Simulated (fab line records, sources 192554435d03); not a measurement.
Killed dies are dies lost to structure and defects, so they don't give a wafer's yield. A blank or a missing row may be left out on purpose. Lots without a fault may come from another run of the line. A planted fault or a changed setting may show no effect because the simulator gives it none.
Which tool did it? | flow n5_finfet | 6 lots, 17 wafers sampled, at 2 steps of a route of 1938

WHAT THE GAUGES READ, wafer by wafer
N5_BEOL_M11_OCD_MEAS_38.
lot  | measured     | on     | trench_depth_nm (nm)
L206 | day 12 12:06 | ocd-02 | 147 142 148
L207 | day 12 19:56 | ocd-02 | 149 146 150
L212 | day 13 11:09 | ocd-02 | 155 146 154
L213 | day 13 23:06 | ocd-01 | 153 147
L215 | day 14 06:19 | ocd-01 | 148 153 151
L223 | day 16 21:13 | ocd-01 | 147 143 147

WHICH TOOL RAN EACH LOT (tool, then ch and the chambers of the sampled wafers, then the start)
lot  | N5_BEOL_M11_VIA_ETCH_34
L206 | rie_diel-05 ch 0,3, day 12 11:49
L207 | rie_diel-04 ch 0,3, day 12 19:38
L212 | rie_diel-04 ch 1,2,3, day 13 10:52
L213 | rie_diel-04 ch 1,3, day 13 22:49
L215 | rie_diel-04 ch 0,2,3, day 14 06:02
L223 | rie_diel-01 ch 0,2,3, day 16 20:56
- N5_BEOL_M11_VIA_ETCH_34: etches SiCOH lowk in C4F6/O2, target depth 184.5 nm, time 69.2 s.

THE ANSWER, worked out from the rows above alone
Rule: what is usual is taken from the lots themselves. Put in order of their means at a reading, lots are off if they are a third of the lots or fewer, leave a main group of 4 or more, and stand apart from it by a gap of 3 or more times the standard deviation of the main group's means; of several such gaps the widest counts. A main group whose means are all the same, to the digits that the tables above print for the reading, isn't used. A lot without any number at a reading at which 4 lots or more have one is off too. The other lots that the step has rows for count as sound.
No lot is off at any reading shown: from this, nothing can be told.

WHAT THE SIMULATOR HAD PUT IN
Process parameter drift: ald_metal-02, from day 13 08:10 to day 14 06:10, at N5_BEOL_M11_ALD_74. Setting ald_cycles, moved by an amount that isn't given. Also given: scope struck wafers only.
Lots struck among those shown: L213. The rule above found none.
